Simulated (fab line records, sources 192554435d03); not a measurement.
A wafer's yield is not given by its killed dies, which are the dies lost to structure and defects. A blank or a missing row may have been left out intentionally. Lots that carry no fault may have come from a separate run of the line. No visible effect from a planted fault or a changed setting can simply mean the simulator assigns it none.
fab line records + flow n5-finfet
[record]
- lots = 10
- wafers = 28
- last-day = 17
route steps=1938 shown MOL_CONTACT_COAG@540 BEOL_M4@1111
lots that met no fault: taken from a fault-free run of the same line
start-h: the number of hours between the record's first day and the start of the first shown wafer of the lot + wait-h: time in hours since the lot's previous step + " unchanged from the row above + L1.1+2: a single row standing in for several wafers + - no value present, or no start provided + * or withheld: withheld + < > ~ a bound
route shown NAME@n: names a module that has steps shown in the file, with the first one's number in the route + usual: mean/standard deviation of fault-free wafers + same: alike in all rows + chamber/n: place in a boat + sites: readings site by site + _std_site: standard deviation across them + _edge_site: mean of outer sites minus mean of inner sites + radius-mm: for every site, how far away it sits from the centre of the wafer + mask NAME#n: copy n + behind: tool/chamber where the wafer was last shaped + hold: what put the lot on hold/how long, in hours/how the hold closed + device: the n, p or np transistor that did not switch + end of line: the same wafers' tests at the end of the route + a step given without rows: its recipe and nothing more + killed: dies that structure and defects cost at the first sort, which is not the same as the wafer's yield + map: a wafer's dies, x killed, . not, _ none there
set.NAME: the setting that was run; set.NAME@STEP: the one run at that earlier step + model.NAME: the simulator's own value behind a step, which no gauge read
route steps across a sampled set of lots; one table per step, one row per wafer
services: when a tool's chamber went out of use (start-h, in hours from the record's first day, below 0 if earlier), for how many hours, and the reason
[[steps]]
[step N5_MOL_CONTACT_COAG_CD_MEAS_99]
[recipe]
- target-cd-nm = 17.2
- polarity = opening
[usual]
- cd-nm = 17.1/0.35
| lot.wafer | tool      | chamber | start-h | wait-h | cd-nm |
|-----------|-----------|---------|---------|--------|-------|
| L873.1    | cd-sem-03 | -       | 101.61  | -      | 16.9  |
| L873.3    | "         | -       | "       | "      | 17.1  |
| L873.6    | "         | -       | "       | "      | 17.6  |
| L875.2    | cd-sem-01 | -       | 108.43  | -      | 16.5  |
| L875.3    | "         | -       | "       | "      | 16.7  |
| L875.5    | "         | -       | "       | "      | 16.9  |
| L877.2    | cd-sem-01 | -       | 121.87  | -      | 16.9  |
| L877.4    | "         | -       | "       | "      | 17.0  |
| L877.6    | "         | -       | "       | "      | 17.3  |
| L880.1    | cd-sem-01 | -       | 137.74  | -      | 16.9  |
| L880.2    | "         | -       | "       | "      | 16.6  |
| L880.5    | "         | -       | "       | "      | 16.6  |
| L881.2    | cd-sem-03 | -       | 143.29  | -      | 16.9  |
| L881.3    | "         | -       | "       | "      | 16.5  |
| L881.4    | "         | -       | "       | "      | 17.4  |
| L885.1    | cd-sem-02 | -       | 168.49  | -      | 17.5  |
| L885.5    | "         | -       | "       | "      | 17.4  |
| L885.6    | "         | -       | "       | "      | 17.5  |
| L887.3    | cd-sem-01 | -       | 181.81  | -      | 16.7  |
| L887.6    | "         | -       | "       | "      | 16.9  |
| L890.1    | cd-sem-02 | -       | 197.77  | -      | 17.1  |
| L890.4    | "         | -       | "       | "      | 16.8  |
| L894.1    | cd-sem-02 | -       | 222.25  | -      | 16.9  |
| L894.2    | "         | -       | "       | "      | 18.1  |
| L894.5    | "         | -       | "       | "      | 17.6  |
| L895.1    | cd-sem-01 | -       | 226.25  | -      | 17.2  |
| L895.2    | "         | -       | "       | "      | 17.2  |
| L895.5    | "         | -       | "       | "      | 16.7  |
[step N5_MOL_CONTACT_COAG_SPUTTER_130]
[recipe]
- material = Co
- target-thk-a = 475
- temp-c = 25
- chamber-pressure-pa = 0.5
- power-w = 3000
[usual]
- substrate-temp-c = 25.00/0.1
- throttle-valve-pct = 30.2/1.1
| lot.wafer | tool           | chamber | start-h | wait-h | substrate-temp-c | throttle-valve-pct |
|-----------|----------------|---------|---------|--------|------------------|--------------------|
| L873.1    | pvd-sputter-01 | -       | 105.64  | 0.0    | 24.86            | 31.0               |
| L873.3    | "              | -       | "       | "      | 24.94            | 31.4               |
| L873.6    | "              | -       | "       | "      | 24.84            | 30.7               |
| L875.2    | pvd-sputter-01 | -       | 112.87  | 0.0    | 25.09            | 31.2               |
| L875.3    | "              | -       | "       | "      | 24.86            | 31.5               |
| L875.5    | "              | -       | "       | "      | 25.05            | 29.4               |
| L877.2    | pvd-sputter-03 | -       | 126.72  | 0.0    | 24.92            | 28.5               |
| L877.4    | "              | -       | "       | "      | 25.05            | 28.9               |
| L877.6    | "              | -       | "       | "      | 25.13            | 29.2               |
| L880.1    | pvd-sputter-02 | -       | 142.58  | 0.0    | 25.10            | 29.8               |
| L880.2    | "              | -       | "       | "      | 25.18            | 29.1               |
| L880.5    | "              | -       | "       | "      | 24.90            | 30.3               |
| L881.2    | pvd-sputter-03 | -       | 148.05  | 0.0    | 25.13            | 29.1               |
| L881.3    | "              | -       | "       | "      | 24.94            | 28.3               |
| L881.4    | "              | -       | "       | "      | 24.87            | 31.9               |
| L885.1    | pvd-sputter-02 | -       | 174.02  | 0.0    | 25.04            | 30.1               |
| L885.5    | "              | -       | "       | "      | 25.03            | 29.7               |
| L885.6    | "              | -       | "       | "      | 24.77            | 31.7               |
| L887.3    | pvd-sputter-02 | -       | 185.86  | 0.0    | 25.17            | 29.9               |
| L887.6    | "              | -       | "       | "      | 25.09            | 29.1               |
| L890.1    | pvd-sputter-02 | -       | 205.58  | 0.0    | 25.01            | 29.8               |
| L890.4    | "              | -       | "       | "      | 24.93            | 30.4               |
| L894.1    | pvd-sputter-02 | -       | 227.17  | 0.0    | 25.03            | 30.3               |
| L894.2    | "              | -       | "       | "      | 24.94            | 31.4               |
| L894.5    | "              | -       | "       | "      | 25.12            | 29.2               |
| L895.1    | pvd-sputter-02 | -       | 231.51  | 0.0    | 25.12            | 30.0               |
| L895.2    | "              | -       | "       | "      | 25.19            | 31.2               |
| L895.5    | "              | -       | "       | "      | 25.11            | 30.0               |
[step N5_MOL_CONTACT_COAG_ETCH_66]
[recipe]
- chemistry = CF4
- target = SiARC
- target-depth-a = 130
- mask-material = CAR-EUV
- time-s = 21.7
- ion-energy-ev = 80
- pressure-mtorr = 40
- source-w = 545
- bias-w = 36
- Ar_flow_sccm = 100
- cf4-flow-sccm = 100
- ends = cleared
[usual]
- drypump-motor-current-A = 5.7/0.38
- etch-rf-on-time-s = 21.4/0.44
- oes-product-au = 0.68/0.074
- rf-vpp-V = 183.9/1.1
- showerhead-plenum-p-Torr = 2.12/0.062
- throttle-valve-pct = 15.57/0.16
| lot.wafer | tool        | chamber | start-h | wait-h | drypump-motor-current-A | etch-rf-on-time-s | oes-product-au | rf-hours-counter-h | rf-vpp-V | showerhead-plenum-p-Torr | throttle-valve-pct |
|-----------|-------------|---------|---------|--------|-------------------------|-------------------|----------------|--------------------|----------|--------------------------|--------------------|
| L873.1    | rie-diel-05 | 1       | 111.18  | 0.0    | 5.2                     | 21.6              | 0.64           | 162                | 182.8    | 2.13                     | 15.60              |
| L873.3    | "           | 0       | "       | "      | 5.7                     | 21.4              | 0.63           | 171                | 182.2    | 2.13                     | 15.67              |
| L873.6    | "           | 2       | "       | "      | 5.6                     | 21.4              | 0.64           | -                  | 185.9    | 2.23                     | 15.31              |
| L875.2    | rie-diel-05 | 0       | 118.18  | 0.0    | 5.7                     | 21.3              | 0.63           | 174                | 184.4    | 2.13                     | 15.67              |
| L875.3    | "           | 1       | "       | "      | 5.2                     | 21.7              | 0.64           | 165                | 184.7    | 2.13                     | 15.59              |
| L875.5    | "           | 2       | "       | "      | 5.6                     | 21.2              | 0.65           | -                  | 185.2    | 2.23                     | 15.32              |
| L877.2    | rie-diel-03 | 0       | 133.01  | 0.0    | 6.1                     | 20.8              | 0.71           | 84                 | 183.7    | 2.08                     | 15.59              |
| L877.4    | "           | 0       | "       | "      | 6.1                     | 20.9              | 0.71           | -                  | 184.3    | 2.08                     | 15.60              |
| L877.6    | "           | 3       | "       | "      | 5.6                     | 21.5              | 0.79           | -                  | 182.0    | 2.10                     | 15.44              |
| L880.1    | rie-diel-03 | 3       | 148.35  | 0.0    | 5.6                     | 21.6              | 0.77           | 29                 | 183.5    | 2.10                     | 15.44              |
| L880.2    | "           | 0       | "       | "      | 6.1                     | 21.1              | 0.71           | 92                 | 184.3    | 2.08                     | 15.59              |
| L880.5    | "           | 0       | "       | "      | 6.1                     | 21.1              | 0.71           | -                  | 183.4    | 2.08                     | 15.60              |
| L881.2    | rie-diel-05 | 2       | 154.16  | 0.0    | 5.7                     | 21.8              | 0.64           | 182                | 185.1    | 2.22                     | 15.37              |
| L881.3    | "           | 0       | "       | "      | 5.7                     | 21.5              | 0.62           | 185                | 183.4    | 2.13                     | 15.69              |
| L881.4    | "           | 3       | "       | "      | 5.2                     | 21.1              | 0.82           | 5                  | 184.7    | 2.10                     | 15.55              |
| L885.1    | rie-diel-05 | 0       | 183.07  | 0.0    | 5.7                     | 21.1              | 0.62           | 193                | 183.7    | 2.12                     | 15.70              |
| L885.5    | "           | 3       | "       | "      | 5.2                     | 20.8              | 0.80           | -                  | 181.4    | 2.10                     | 15.59              |
| L885.6    | "           | 1       | "       | "      | 5.2                     | 15.2              | 0.77           | -                  | 182.5    | 2.12                     | 15.65              |
| L887.3    | rie-diel-05 | 3       | 192.30  | 0.0    | 5.2                     | 20.9              | 0.78           | 20                 | 184.9    | 2.10                     | 15.61              |
| L887.6    | "           | 3       | "       | "      | 5.2                     | 14.6              | 0.96           | -                  | 183.5    | 2.10                     | 15.60              |
| L890.1    | rie-diel-05 | 3       | 211.27  | 0.0    | 5.2                     | 21.0              | 0.77           | 26                 | 183.2    | 2.10                     | 15.61              |
| L890.4    | "           | 1       | "       | "      | 5.2                     | 15.3              | 0.76           | 199                | 182.8    | 2.12                     | 15.67              |
| L894.1    | rie-diel-03 | 2       | 233.99  | 0.0    | 6.2                     | 20.9              | 0.63           | 192                | 184.0    | 2.04                     | 15.65              |
| L894.2    | "           | 0       | "       | "      | 6.1                     | 21.3              | 0.68           | 121                | 184.0    | 2.07                     | 15.65              |
| L894.5    | "           | 3       | "       | "      | 5.6                     | 21.7              | 0.73           | -                  | 184.1    | 2.09                     | 15.52              |
| L895.1    | rie-diel-03 | 0       | 237.28  | 0.0    | 6.1                     | 21.1              | 0.68           | 122                | 183.1    | 2.07                     | 15.67              |
| L895.2    | "           | 3       | "       | "      | 5.6                     | 21.9              | 0.72           | 64                 | 184.3    | 2.09                     | 15.52              |
| L895.5    | "           | 2       | "       | "      | 6.2                     | 20.8              | 0.63           | -                  | 183.2    | 2.04                     | 15.66              |
[step N5_MOL_CONTACT_COAG_ETCHBACK_136]
[recipe]
- chemistry = CHF3
- target = SiO2
- target-depth-a = 250
- time-s = 16.7
- ion-energy-ev = 200
- pressure-mtorr = 30
- source-w = 610
- bias-w = 170
- Ar_flow_sccm = 200
- CHF3_flow_sccm = 50
[usual]
- drypump-motor-current-A = 5.6/0.38
- oes-product-au = 0.79/0.09
- rf-vpp-V = 526/10
- showerhead-plenum-p-Torr = 2.37/0.066
- throttle-valve-pct = 18.71/0.17
| lot.wafer | tool        | chamber | start-h | wait-h | drypump-motor-current-A | oes-product-au | rf-hours-counter-h | rf-vpp-V | showerhead-plenum-p-Torr | throttle-valve-pct |
|-----------|-------------|---------|---------|--------|-------------------------|----------------|--------------------|----------|--------------------------|--------------------|
| L873.1    | rie-diel-05 | 3       | 111.62  | 0.0    | 5.2                     | 0.69           | 244                | 534      | 2.35                     | 19.12              |
| L873.3    | "           | 0       | "       | "      | 5.7                     | 0.74           | 171                | 507      | 2.37                     | 18.79              |
| L873.6    | "           | 3       | "       | "      | 5.2                     | 0.68           | -                  | 533      | 2.35                     | 19.14              |
| L875.2    | rie-diel-05 | 0       | 120.03  | 0.0    | 5.7                     | 0.74           | 174                | 508      | 2.37                     | 18.79              |
| L875.3    | "           | 2       | "       | "      | 5.7                     | 0.77           | 169                | 540      | 2.48                     | 18.44              |
| L875.5    | "           | 2       | "       | "      | 5.7                     | 0.77           | -                  | 540      | 2.48                     | 18.42              |
| L877.2    | rie-diel-06 | 1       | 133.58  | 0.0    | 5.4                     | 0.79           | 119                | 521      | 2.38                     | 18.39              |
| L877.4    | "           | 0       | "       | "      | 5.1                     | 0.71           | 216                | 538      | 2.45                     | 18.87              |
| L877.6    | "           | 1       | "       | "      | 5.4                     | 0.79           | -                  | 520      | 2.38                     | 18.37              |
| L880.1    | rie-diel-03 | 2       | 149.01  | 0.0    | 6.2                     | 0.74           | 158                | 523      | 2.28                     | 18.73              |
| L880.2    | "           | 0       | "       | "      | 6.1                     | 0.81           | 92                 | 522      | 2.31                     | 18.74              |
| L880.5    | "           | 2       | "       | "      | 6.2                     | 0.76           | -                  | 521      | 2.28                     | 18.72              |
| L881.2    | rie-diel-05 | 3       | 155.69  | 0.0    | 5.2                     | 0.96           | 6                  | 533      | 2.34                     | 18.78              |
| L881.3    | "           | 1       | "       | "      | 5.2                     | 0.73           | 178                | 523      | 2.37                     | 18.75              |
| L881.4    | "           | 2       | "       | "      | 5.7                     | 0.75           | 182                | 540      | 2.48                     | 18.45              |
| L885.1    | rie-diel-03 | 3       | 184.04  | 0.0    | 5.6                     | 0.88           | 44                 | 529      | 2.33                     | 18.65              |
| L885.5    | "           | 1       | "       | "      | 5.3                     | 0.97           | -                  | 541      | 2.43                     | 18.68              |
| L885.6    | "           | 2       | "       | "      | 6.2                     | 0.74           | -                  | 521      | 2.28                     | 18.75              |
| L887.3    | rie-diel-05 | 3       | 192.68  | 0.0    | 5.2                     | 0.91           | 20                 | 533      | 2.34                     | 18.80              |
| L887.6    | "           | 0       | "       | "      | 5.7                     | 0.71           | -                  | 508      | 2.36                     | 18.82              |
| L890.1    | rie-diel-05 | 3       | 211.65  | 0.0    | 5.2                     | 0.89           | 26                 | 535      | 2.34                     | 18.83              |
| L890.4    | "           | 0       | "       | "      | 5.7                     | 0.71           | 202                | 506      | 2.36                     | 18.83              |
| L894.1    | rie-diel-06 | 2       | 234.44  | 0.0    | 5.6                     | 0.90           | 18                 | 516      | 2.52                     | 18.39              |
| L894.2    | "           | 1       | "       | "      | 5.4                     | 0.74           | 157                | 520      | 2.37                     | 18.46              |
| L894.5    | "           | 1       | "       | "      | 5.4                     | 0.75           | -                  | 520      | 2.37                     | 18.45              |
| L895.1    | rie-diel-03 | 1       | 237.88  | 0.0    | 5.3                     | 0.91           | 31                 | 542      | 2.42                     | 18.70              |
| L895.2    | "           | 3       | "       | "      | 5.6                     | 0.85           | 64                 | 529      | 2.32                     | 18.66              |
| L895.5    | "           | 2       | "       | "      | 6.2                     | 0.73           | -                  | 522      | 2.27                     | 18.78              |
[step N5_BEOL_M4_RC_MEAS_101]
[usual]
- DIBL_N = 35.8/1.8
- DIBL_P = 35.6/2
- IOFF_N = 0.148/0.028
- IOFF_P = 0.20/0.034
- ION_N = 672/12
- ION_P = 462/8.5
- SS_N = 71.2/0.65
- SS_P = 73.1/0.67
- VT_N = 251/3.3
- VT_P = -251/3.8
| lot.wafer | tool      | chamber | start-h | wait-h | DIBL_N[mV/V] | DIBL_P[mV/V] | IOFF_N[nA/um] | IOFF_P[nA/um] | ION_N[uA/um] | ION_P[uA/um] | SS_N[mV/dec] | SS_P[mV/dec] | VT_N[mV] | VT_P[mV] |
|-----------|-----------|---------|---------|--------|--------------|--------------|---------------|---------------|--------------|--------------|--------------|--------------|----------|----------|
| L873.1    | prober-01 | 0       | 170.97  | 0.0    | 37.7         | 38.6         | 0.156         | 0.22          | 647          | 451          | 72.1         | 73.9         | 252      | -247     |
| L873.3    | "         | 0       | "       | "      | 36.9         | 36.7         | 0.151         | 0.20          | 672          | 461          | 70.9         | 72.5         | 252      | -248     |
| L873.6    | "         | 0       | "       | "      | 36.8         | 37.4         | 0.145         | 0.21          | 674          | 464          | 70.4         | 73.5         | 250      | -248     |
| L875.2    | prober-01 | 0       | 192.61  | 0.2    | 36.3         | 34.1         | 0.138         | 0.20          | 662          | 464          | 71.5         | 73.2         | 253      | -248     |
| L875.3    | "         | 0       | "       | "      | 36.9         | 34.5         | 0.141         | 0.21          | 675          | 469          | 70.9         | 73.8         | 253      | -248     |
| L875.5    | "         | 0       | "       | "      | 38.3         | 36.7         | 0.175         | 0.24          | 677          | 468          | 71.1         | 73.7         | 247      | -248     |
| L877.2    | prober-01 | 0       | 196.57  | 0.2    | 37.6         | 36.9         | 0.169         | 0.20          | 693          | 465          | 71.9         | 73.8         | 245      | -252     |
| L877.4    | "         | 0       | "       | "      | 37.9         | 37.5         | 0.162         | 0.22          | 684          | 461          | 71.7         | 74.0         | 247      | -249     |
| L877.6    | "         | 0       | "       | "      | 36.8         | 35.5         | 0.147         | 0.18          | 675          | 462          | 71.4         | 72.9         | 251      | -254     |
| L880.1    | prober-01 | 0       | 204.22  | 0.0    | 33.9         | 31.6         | 0.107         | 0.17          | 652          | 459          | 70.5         | 72.6         | 255      | -251     |
| L880.2    | "         | 0       | "       | "      | 36.2         | 35.5         | 0.157         | 0.23          | 682          | 474          | 71.4         | 73.2         | 250      | -246     |
| L880.5    | "         | 0       | "       | "      | 36.4         | 35.4         | 0.153         | 0.22          | 667          | 462          | 71.6         | 73.1         | 250      | -247     |
| L881.2    | prober-02 | 0       | 218.26  | 0.2    | 34.6         | 34.3         | 0.121         | 0.19          | 663          | 457          | 70.1         | 73.5         | 253      | -249     |
| L881.3    | "         | 0       | "       | "      | 35.9         | 35.7         | 0.136         | 0.21          | 674          | 467          | 71.3         | 72.8         | 252      | -247     |
| L881.4    | "         | 0       | "       | "      | 35.2         | 34.7         | 0.137         | 0.19          | 677          | 468          | 70.8         | 72.4         | 250      | -249     |
| L885.1    | prober-02 | 0       | 247.13  | 0.0    | 39.7         | 38.6         | 0.244         | 0.31          | 677          | 467          | 73.2         | 74.3         | 245      | -242     |
| L885.5    | "         | 0       | "       | "      | 36.7         | 35.2         | 0.162         | 0.25          | 668          | 468          | 72.6         | 73.2         | 252      | -243     |
| L885.6    | "         | 0       | "       | "      | 38.2         | 37.0         | 0.192         | 0.27          | 669          | 459          | 72.4         | 74.0         | 248      | -248     |
| L887.3    | prober-02 | 0       | 262.29  | 0.3    | 35.9         | 35.7         | 0.171         | 0.24          | 679          | 466          | 71.1         | 74.0         | 248      | -247     |
| L887.6    | "         | 0       | "       | "      | 34.3         | 34.1         | 0.139         | 0.22          | 684          | 471          | 71.1         | 73.3         | 252      | -244     |
| L890.1    | prober-01 | 0       | 267.31  | 0.0    | 38.5         | 39.8         | 0.191         | 0.25          | 679          | 463          | 72.1         | 73.7         | 248      | -248     |
| L890.4    | "         | 0       | "       | "      | 35.6         | 36.1         | 0.146         | 0.18          | 683          | 466          | 71.5         | 73.1         | 251      | -255     |
| L894.1    | prober-02 | 0       | 306.87  | 0.0    | 35.8         | 35.0         | 0.147         | 0.19          | 677          | 463          | 71.3         | 72.4         | 250      | -248     |
| L894.2    | "         | 0       | "       | "      | 38.4         | 37.4         | 0.197         | 0.24          | 691          | 478          | 71.6         | 72.5         | 246      | -247     |
| L894.5    | "         | 0       | "       | "      | 35.3         | 33.1         | 0.138         | 0.18          | 682          | 464          | 71.0         | 71.9         | 254      | -250     |
| L895.1    | prober-02 | 0       | 310.71  | 0.0    | 34.5         | 34.1         | 0.145         | 0.19          | 673          | 471          | 70.7         | 72.4         | 249      | -249     |
| L895.2    | "         | 0       | "       | "      | 35.1         | 35.6         | 0.163         | 0.21          | 687          | 470          | 70.5         | 72.9         | 246      | -247     |
| L895.5    | "         | 0       | "       | "      | 35.3         | 35.2         | 0.164         | 0.21          | 692          | 469          | 70.9         | 72.9         | 247      | -247     |
[[services]]
| tool        | chamber | start-h | hours | kind                          |
|-------------|---------|---------|-------|-------------------------------|
| rie-diel-06 | 3       | 94.68   | 12.9  | repair                        |
| rie-diel-03 | 1       | 121.14  | -     | clean                         |
| rie-diel-03 | 1       | 121.14  | -     | consumable-replace:focus-ring |
| rie-diel-03 | 1       | 121.14  | 33.9  | scheduled-down                |
| rie-diel-03 | 1       | 121.14  | 33.9  | vent-cycle                    |
| rie-diel-05 | 3       | 128.67  | -     | clean                         |
| rie-diel-05 | 3       | 128.67  | -     | consumable-replace:focus-ring |
| rie-diel-05 | 3       | 128.67  | 11.6  | scheduled-down                |
| rie-diel-05 | 3       | 128.67  | 11.6  | vent-cycle                    |
| rie-diel-06 | 2       | 158.01  | -     | clean                         |
| rie-diel-06 | 2       | 158.01  | -     | consumable-replace:focus-ring |
| rie-diel-06 | 2       | 158.01  | -     | consumable-replace:showerhead |
| rie-diel-06 | 2       | 158.01  | 24.5  | scheduled-down                |
| rie-diel-06 | 2       | 158.01  | 24.5  | vent-cycle                    |
| rie-diel-05 | 2       | 169.34  | 16.3  | repair                        |
| rie-diel-05 | 0       | 170.33  | 5.8   | repair                        |
| rie-diel-06 | 0       | 219.61  | -     | clean                         |
| rie-diel-06 | 0       | 219.61  | -     | consumable-replace:focus-ring |
| rie-diel-06 | 0       | 219.61  | 23.5  | scheduled-down                |
| rie-diel-06 | 0       | 219.61  | 23.5  | vent-cycle                    |
| rie-diel-03 | 0       | 223.19  | 7.0   | repair                        |
[[key]]
[first-sign]
- step = N5_MOL_CONTACT_COAG_ETCH_66
- reading = etch-rf-on-time-s
- direction = down
- sigmas = 14
- usual = *
- struck = *
effect none on later readings
met-at N5_MOL_CONTACT_COAG_ETCH_66
struck-lots L885,L887,L890
struck-wafers L885.6,L887.6,L890.4
not-acting-at N5_MOL_CONTACT_COAG_CD_MEAS_99,N5_MOL_CONTACT_COAG_SPUTTER_130,N5_MOL_CONTACT_COAG_ETCHBACK_136
onset-between 154.16 183.07
[fault]
- kind = process-parameter-drift
- tool = rie-diel-05
- chamber = -
- onset-h = 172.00
- steps = N5_MOL_CONTACT_COAG_ETCH_66
- channel = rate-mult
- offset = 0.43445
- shape = step
- end-h = 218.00
- scope = struck-wafers-only
